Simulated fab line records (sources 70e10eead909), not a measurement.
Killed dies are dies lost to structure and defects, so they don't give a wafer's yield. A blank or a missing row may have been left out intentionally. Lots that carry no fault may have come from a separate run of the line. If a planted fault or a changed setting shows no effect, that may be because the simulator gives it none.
fab line records / flow nand-harc / part 2 of 2: steps 32 to 38 of 38
record lots=7 wafers=21 last-day=25
route steps=1159 shown A_ZERO_WELL@401 A_SOURCE_PLATE@413 A_ONON_D1@425 END@1159
lots that met no fault: taken from a fault-free run of the same line
start-h: hours from the record's first day to the start of the lot's first wafer shown / wait-h: hours from the lot's prior step to this one / " the same as in the row above / L1.1+2: a single row standing in for several wafers / - no value, or no start given / * or withheld: withheld / < > ~ a bound
route shown NAME@n: a module of which the file shows steps, and the number in the route of the first / usual: mean/standard deviation of fault-free wafers / same: alike in all rows / chamber/n: place in a boat / sites: per-site readings / _std_site: standard deviation of those values / _edge_site: outer sites' mean less inner sites' / radius-mm: for every site, how far away it sits from the centre of the wafer / mask NAME#n: copy n / behind: tool/chamber where the wafer was last shaped / hold: the reason the lot was held/the length of the hold in hours/how it ended / device: the n, p or np transistor that did not switch / end of line: the tests these same wafers got at the end of their route / where a step has no rows: the recipe by itself / killed: the dies lost at the first sort to structure and to defects; this is not the yield of the wafer / map: a wafer's dies, marking killed ones x, the rest . and places with no die _
set.NAME: the setting as run; set.NAME@STEP: as run at that earlier step / model.NAME: the simulator's own value behind a step, which no gauge read
certain route steps with their lots: each step a table, each wafer a row
services: when a tool's chamber went out of use (start-h, in hours from the record's first day, below 0 if earlier), for how many hours, and the reason
## steps
# step NHARC_A_ONON_D1_THK_MEAS_18
# recipe thk-meas-gauge=ellipsometry
# usual thk-nm=1004/7
lot.wafer=L987.1 tool=film-metro-01 chamber=- start-h=168.53 wait-h=- thk-nm=1014
lot.wafer=L987.2 tool=film-metro-01 chamber=- start-h=168.53 wait-h=- thk-nm=1014
lot.wafer=L987.6 tool=film-metro-01 chamber=- start-h=168.53 wait-h=- thk-nm=1012
lot.wafer=L991.1 tool=film-metro-02 chamber=- start-h=204.45 wait-h=- thk-nm=1010
lot.wafer=L991.3 tool=film-metro-02 chamber=- start-h=204.45 wait-h=- thk-nm=1010
lot.wafer=L991.4 tool=film-metro-02 chamber=- start-h=204.45 wait-h=- thk-nm=1011
lot.wafer=L993.2 tool=film-metro-02 chamber=- start-h=212.40 wait-h=- thk-nm=1004
lot.wafer=L993.3 tool=film-metro-02 chamber=- start-h=212.40 wait-h=- thk-nm=1005
lot.wafer=L993.6 tool=film-metro-02 chamber=- start-h=212.40 wait-h=- thk-nm=1005
lot.wafer=L994.1 tool=film-metro-01 chamber=- start-h=219.56 wait-h=- thk-nm=1015
lot.wafer=L994.5 tool=film-metro-01 chamber=- start-h=219.56 wait-h=- thk-nm=1015
lot.wafer=L994.6 tool=film-metro-01 chamber=- start-h=219.56 wait-h=- thk-nm=1014
lot.wafer=L107.4 tool=film-metro-01 chamber=- start-h=286.49 wait-h=- thk-nm=1006
lot.wafer=L107.5 tool=film-metro-01 chamber=- start-h=286.49 wait-h=- thk-nm=1007
lot.wafer=L107.6 tool=film-metro-01 chamber=- start-h=286.49 wait-h=- thk-nm=1007
lot.wafer=L106.1 tool=film-metro-02 chamber=- start-h=286.49 wait-h=- thk-nm=999
lot.wafer=L106.2 tool=film-metro-02 chamber=- start-h=286.49 wait-h=- thk-nm=1000
lot.wafer=L106.5 tool=film-metro-02 chamber=- start-h=286.49 wait-h=- thk-nm=1000
lot.wafer=L109.3 tool=film-metro-01 chamber=- start-h=291.15 wait-h=- thk-nm=993
lot.wafer=L109.5 tool=film-metro-01 chamber=- start-h=291.15 wait-h=- thk-nm=995
lot.wafer=L109.6 tool=film-metro-01 chamber=- start-h=291.15 wait-h=- thk-nm=992
# step NHARC_A_ONON_D1_DEP_19
# recipe target-thk-a=10000 n2-flow-sccm=2750 n2o-flow-sccm=2000 nh3-flow-sccm=500 sih4-flow-sccm=210 temp-c=400
# step NHARC_A_ONON_D1_THK_MEAS_21
# recipe thk-meas-gauge=ellipsometry
# usual thk-nm=999/13
lot.wafer=L987.1 tool=film-metro-01 chamber=- start-h=169.10 wait-h=- thk-nm=1009
lot.wafer=L987.2 tool=film-metro-01 chamber=- start-h=169.10 wait-h=- thk-nm=1009
lot.wafer=L987.6 tool=film-metro-01 chamber=- start-h=169.10 wait-h=- thk-nm=1010
lot.wafer=L991.1 tool=film-metro-01 chamber=- start-h=205.02 wait-h=- thk-nm=1002
lot.wafer=L991.3 tool=film-metro-01 chamber=- start-h=205.02 wait-h=- thk-nm=1003
lot.wafer=L991.4 tool=film-metro-01 chamber=- start-h=205.02 wait-h=- thk-nm=1001
lot.wafer=L993.2 tool=film-metro-01 chamber=- start-h=212.97 wait-h=- thk-nm=1003
lot.wafer=L993.3 tool=film-metro-01 chamber=- start-h=212.97 wait-h=- thk-nm=1000
lot.wafer=L993.6 tool=film-metro-01 chamber=- start-h=212.97 wait-h=- thk-nm=1002
lot.wafer=L994.1 tool=film-metro-01 chamber=- start-h=220.13 wait-h=- thk-nm=1009
lot.wafer=L994.5 tool=film-metro-01 chamber=- start-h=220.13 wait-h=- thk-nm=1008
lot.wafer=L994.6 tool=film-metro-01 chamber=- start-h=220.13 wait-h=- thk-nm=1008
lot.wafer=L107.4 tool=film-metro-01 chamber=- start-h=287.06 wait-h=- thk-nm=992
lot.wafer=L107.5 tool=film-metro-01 chamber=- start-h=287.06 wait-h=- thk-nm=991
lot.wafer=L107.6 tool=film-metro-01 chamber=- start-h=287.06 wait-h=- thk-nm=992
lot.wafer=L106.1 tool=film-metro-01 chamber=- start-h=287.06 wait-h=- thk-nm=986
lot.wafer=L106.2 tool=film-metro-01 chamber=- start-h=287.06 wait-h=- thk-nm=985
lot.wafer=L106.5 tool=film-metro-01 chamber=- start-h=287.06 wait-h=- thk-nm=985
lot.wafer=L109.3 tool=film-metro-02 chamber=- start-h=291.72 wait-h=- thk-nm=1003
lot.wafer=L109.5 tool=film-metro-02 chamber=- start-h=291.72 wait-h=- thk-nm=1003
lot.wafer=L109.6 tool=film-metro-02 chamber=- start-h=291.72 wait-h=- thk-nm=1005
# step NHARC_A_ONON_D1_DEP_22
# recipe target-thk-a=10000 n2-flow-sccm=2750 n2o-flow-sccm=2000 nh3-flow-sccm=500 sih4-flow-sccm=210 temp-c=400
# step NHARC_A_ONON_D1_THK_MEAS_24
# recipe thk-meas-gauge=ellipsometry
# usual thk-nm=1000/10
lot.wafer=L987.1 tool=film-metro-02 chamber=- start-h=169.66 wait-h=- thk-nm=1008
lot.wafer=L987.2 tool=film-metro-02 chamber=- start-h=169.66 wait-h=- thk-nm=1009
lot.wafer=L987.6 tool=film-metro-02 chamber=- start-h=169.66 wait-h=- thk-nm=1008
lot.wafer=L991.1 tool=film-metro-01 chamber=- start-h=205.59 wait-h=- thk-nm=988
lot.wafer=L991.3 tool=film-metro-01 chamber=- start-h=205.59 wait-h=- thk-nm=990
lot.wafer=L991.4 tool=film-metro-01 chamber=- start-h=205.59 wait-h=- thk-nm=987
lot.wafer=L993.2 tool=film-metro-02 chamber=- start-h=213.54 wait-h=- thk-nm=1007
lot.wafer=L993.3 tool=film-metro-02 chamber=- start-h=213.54 wait-h=- thk-nm=1006
lot.wafer=L993.6 tool=film-metro-02 chamber=- start-h=213.54 wait-h=- thk-nm=1007
lot.wafer=L994.1 tool=film-metro-01 chamber=- start-h=220.69 wait-h=- thk-nm=1001
lot.wafer=L994.5 tool=film-metro-01 chamber=- start-h=220.69 wait-h=- thk-nm=1002
lot.wafer=L994.6 tool=film-metro-01 chamber=- start-h=220.69 wait-h=- thk-nm=1001
lot.wafer=L106.1 tool=film-metro-02 chamber=- start-h=287.63 wait-h=- thk-nm=1003
lot.wafer=L106.2 tool=film-metro-02 chamber=- start-h=287.63 wait-h=- thk-nm=999
lot.wafer=L106.5 tool=film-metro-02 chamber=- start-h=287.63 wait-h=- thk-nm=1002
lot.wafer=L107.4 tool=film-metro-01 chamber=- start-h=287.63 wait-h=- thk-nm=998
lot.wafer=L107.5 tool=film-metro-01 chamber=- start-h=287.63 wait-h=- thk-nm=997
lot.wafer=L107.6 tool=film-metro-01 chamber=- start-h=287.63 wait-h=- thk-nm=1000
lot.wafer=L109.3 tool=film-metro-02 chamber=- start-h=292.29 wait-h=- thk-nm=1008
lot.wafer=L109.5 tool=film-metro-02 chamber=- start-h=292.29 wait-h=- thk-nm=1007
lot.wafer=L109.6 tool=film-metro-02 chamber=- start-h=292.29 wait-h=- thk-nm=1008
# step NHARC_A_ONON_D1_DEP_25
# recipe target-thk-a=10000 n2-flow-sccm=2750 n2o-flow-sccm=2000 nh3-flow-sccm=500 sih4-flow-sccm=210 temp-c=400
# step NHARC_END_SORT_01
# recipe temp-c=25
# usual defect-limited-yield=95.4/1.8 killed-at-array=27/12 killed-at-other=0.5/0.9 killed-at-periphery=3.7/2.7 killed-dies=31/12 killed-open=3.3/2 killed-short=2.0/1.4 sort_bin_2_pct=1.4/0.74 sort_bin_3_pct=0.25/0.2 sort_bin_4_pct=2.9/1.1 sort-n-pass=646/12 sort-rim-yield-pct=96.4/2.8 sort-yield-pct=95.4/1.8
# same gross-dies=677 sort_bin_5_pct[%]=0 sort_bin_6_pct[%]=0 sort_bin_7_pct[%]=0 sort_bin_8_pct[%]=0 sort-rim-n-gross=106.00
lot.wafer=L987.1 tool=prober-01 chamber=0 start-h=472.36 wait-h=2.5 defect-limited-yield[%]=95.1 killed-at-array=22 killed-at-other=0 killed-at-periphery=11 killed-dies=33 killed-open=4 killed-short=3 sort_bin_2_pct[%]=1.3 sort_bin_3_pct[%]=0.30 sort_bin_4_pct[%]=3.2 sort-n-pass=644 sort-rim-yield-pct[%]=94.3 sort-yield-pct[%]=95.1
lot.wafer=L987.2 tool=prober-01 chamber=0 start-h=473.16 wait-h=2.8 defect-limited-yield[%]=95.0 killed-at-array=26 killed-at-other=0 killed-at-periphery=8 killed-dies=34 killed-open=5 killed-short=2 sort_bin_2_pct[%]=1.2 sort_bin_3_pct[%]=0.30 sort_bin_4_pct[%]=3.5 sort-n-pass=643 sort-rim-yield-pct[%]=95.3 sort-yield-pct[%]=95.0
lot.wafer=L987.6 tool=prober-01 chamber=0 start-h=476.33 wait-h=4.0 defect-limited-yield[%]=94.8 killed-at-array=31 killed-at-other=0 killed-at-periphery=4 killed-dies=35 killed-open=1 killed-short=2 sort_bin_2_pct[%]=1.8 sort_bin_3_pct[%]=0.30 sort_bin_4_pct[%]=3.1 sort-n-pass=642 sort-rim-yield-pct[%]=99.1 sort-yield-pct[%]=94.8
lot.wafer=L106.1 tool=prober-01 chamber=0 start-h=594.17 wait-h=2.5 defect-limited-yield[%]=93.9 killed-at-array=36 killed-at-other=3 killed-at-periphery=2 killed-dies=41 killed-open=6 killed-short=1 sort_bin_2_pct[%]=1.8 sort_bin_3_pct[%]=0.30 sort_bin_4_pct[%]=4.0 sort-n-pass=636 sort-rim-yield-pct[%]=94.3 sort-yield-pct[%]=93.9
lot.wafer=L106.2 tool=prober-01 chamber=0 start-h=594.96 wait-h=2.8 defect-limited-yield[%]=96.6 killed-at-array=21 killed-at-other=1 killed-at-periphery=1 killed-dies=23 killed-open=2 killed-short=1 sort_bin_2_pct[%]=1.5 sort_bin_3_pct[%]=0.15 sort_bin_4_pct[%]=1.8 sort-n-pass=654 sort-rim-yield-pct[%]=93.4 sort-yield-pct[%]=96.6
lot.wafer=L106.5 tool=prober-01 chamber=0 start-h=597.32 wait-h=3.7 defect-limited-yield[%]=95.4 killed-at-array=27 killed-at-other=2 killed-at-periphery=2 killed-dies=31 killed-open=5 killed-short=2 sort_bin_2_pct[%]=1.6 sort_bin_3_pct[%]=0.44 sort_bin_4_pct[%]=2.5 sort-n-pass=646 sort-rim-yield-pct[%]=100.0 sort-yield-pct[%]=95.4
lot.wafer=L109.3 tool=prober-02 chamber=0 start-h=603.60 wait-h=3.1 defect-limited-yield[%]=97.6 killed-at-array=15 killed-at-other=0 killed-at-periphery=1 killed-dies=16 killed-open=1 killed-short=1 sort_bin_2_pct[%]=0.9 sort_bin_3_pct[%]=0.44 sort_bin_4_pct[%]=1.0 sort-n-pass=661 sort-rim-yield-pct[%]=97.2 sort-yield-pct[%]=97.6
lot.wafer=L109.5 tool=prober-02 chamber=0 start-h=605.20 wait-h=3.7 defect-limited-yield[%]=96.9 killed-at-array=17 killed-at-other=0 killed-at-periphery=4 killed-dies=21 killed-open=6 killed-short=2 sort_bin_2_pct[%]=0.1 sort_bin_3_pct[%]=0.15 sort_bin_4_pct[%]=2.8 sort-n-pass=656 sort-rim-yield-pct[%]=93.4 sort-yield-pct[%]=96.9
lot.wafer=L109.6 tool=prober-02 chamber=0 start-h=606.00 wait-h=4.0 defect-limited-yield[%]=98.1 killed-at-array=12 killed-at-other=0 killed-at-periphery=1 killed-dies=13 killed-open=1 killed-short=1 sort_bin_2_pct[%]=0.6 sort_bin_3_pct[%]=0 sort_bin_4_pct[%]=1.3 sort-n-pass=664 sort-rim-yield-pct[%]=99.1 sort-yield-pct[%]=98.1
# killed by level:class
L987.1 A_CHANNEL_HOLE_D1:chamber-film-flake=11 P_ZERO_WELL:chamber-film-flake=5 A_SLIT:chamber-film-flake=4 P_GATE:chamber-film-flake=2 P_CONTACT:geometric-particle:open=1 P_M1:geometric-particle:short=1 A_CHANNEL_FILL_D1:geometric-particle:open=1 A_CHANNEL_FILL_D1:geometric-particle:short=1
L987.2 A_CHANNEL_HOLE_D1:chamber-film-flake=14 P_ZERO_WELL:chamber-film-flake=4 A_SLIT:chamber-film-flake=4 A_CONTACT:geometric-particle:open=2 P_BONDPAD:chamber-film-flake=2 A_CONTACT:chamber-film-flake=2 P_M1:geometric-particle:open=1 A_SOURCE_PLATE:geometric-particle:open=1
L987.6 A_CHANNEL_HOLE_D1:chamber-film-flake=18 A_SLIT:chamber-film-flake=10 P_ZERO_WELL:chamber-film-flake=2 P_CONTACT:geometric-particle:short=1 A_CHANNEL_FILL_D1:geometric-particle:open=1 A_SGD_CUT:geometric-particle:short=1 P_BONDPAD:chamber-film-flake=1 A_CONTACT:chamber-film-flake=1
L106.1 A_SLIT:chamber-film-flake=21 A_CHANNEL_HOLE_D1:chamber-film-flake=4 A_CONTACT:geometric-particle:open=3 A_CONTACT:chamber-film-flake=3 THIN_TSV:chamber-film-flake=3 A_M0:chamber-film-flake=2 P_CONTACT:geometric-particle:open=1 P_M0:geometric-particle:open=1
L106.2 A_SLIT:chamber-film-flake=10 A_CHANNEL_HOLE_D1:chamber-film-flake=8 A_STAIRCASE:chamber-film-flake=2 P_M1:geometric-particle:short=1 A_CONTACT:geometric-particle:open=1 STARTING-WAFER:geometric-particle:open=1
L106.5 A_SLIT:chamber-film-flake=16 A_CHANNEL_HOLE_D1:chamber-film-flake=4 A_CONTACT:geometric-particle:open=3 A_WL_FILL:geometric-particle:short=2 A_ZERO_WELL:chamber-film-flake=2 THIN_TSV:chamber-film-flake=2 P_GATE:geometric-particle:open=1 P_CONTACT:geometric-particle:open=1
L109.3 A_CHANNEL_HOLE_D1:chamber-film-flake=5 A_CONTACT:chamber-film-flake=5 A_ZERO_WELL:chamber-film-flake=2 A_CHANNEL_FILL_D1:geometric-particle:open=1 A_CONTACT:geometric-particle:short=1 P_BONDPAD:chamber-film-flake=1 A_SLIT:chamber-film-flake=1
L109.5 A_CHANNEL_HOLE_D1:chamber-film-flake=8 P_CONTACT:geometric-particle:open=2 A_CONTACT:geometric-particle:open=2 A_STAIRCASE:chamber-film-flake=2 A_CONTACT:chamber-film-flake=2 P_GATE:geometric-particle:open=1 P_M0:geometric-particle:open=1 A_ONON_D1:geometric-particle:short=1
L109.6 A_CHANNEL_HOLE_D1:chamber-film-flake=8 A_ZERO_WELL:chamber-film-flake=2 A_SGD_CUT:geometric-particle:short=1 A_CONTACT:geometric-particle:open=1 P_GATE:chamber-film-flake=1
## services
tool=rie-diel-02 chamber=0 start-h=129.70 hours=- kind=clean
tool=rie-diel-02 chamber=1 start-h=129.70 hours=- kind=clean
tool=rie-diel-02 chamber=2 start-h=129.70 hours=- kind=clean
tool=rie-diel-01 chamber=0 start-h=135.73 hours=8.0 kind=repair
tool=rie-diel-01 chamber=- start-h=137.80 hours=9.0 kind=pm
tool=wet-bench-03 chamber=- start-h=146.40 hours=8.0 kind=pm
tool=rie-diel-01 chamber=0 start-h=148.48 hours=10.4 kind=repair
tool=rie-diel-01 chamber=1 start-h=149.29 hours=4.6 kind=repair
tool=rie-diel-02 chamber=- start-h=150.47 hours=0.9 kind=repair
tool=rie-si-03 chamber=- start-h=155.00 hours=9.0 kind=pm
tool=rie-diel-10 chamber=1 start-h=159.11 hours=26.6 kind=repair
tool=wet-bench-04 chamber=- start-h=163.20 hours=8.0 kind=pm
tool=rie-diel-10 chamber=- start-h=176.50 hours=9.0 kind=pm
tool=rie-diel-01 chamber=2 start-h=177.92 hours=9.8 kind=repair
tool=rie-diel-02 chamber=2 start-h=179.41 hours=4.0 kind=repair
tool=wet-bench-02 chamber=- start-h=180.02 hours=8.0 kind=pm
tool=rie-si-06 chamber=- start-h=183.00 hours=9.0 kind=pm
tool=rie-diel-10 chamber=3 start-h=203.34 hours=5.7 kind=repair
tool=rie-si-05 chamber=3 start-h=208.00 hours=4.6 kind=repair
tool=rie-si-05 chamber=1 start-h=208.17 hours=6.1 kind=repair
tool=rie-si-05 chamber=2 start-h=210.17 hours=2.5 kind=repair
tool=rie-si-06 chamber=1 start-h=211.95 hours=6.1 kind=repair
tool=rie-si-05 chamber=- start-h=239.00 hours=9.0 kind=pm
tool=rie-diel-01 chamber=3 start-h=258.18 hours=6.2 kind=repair
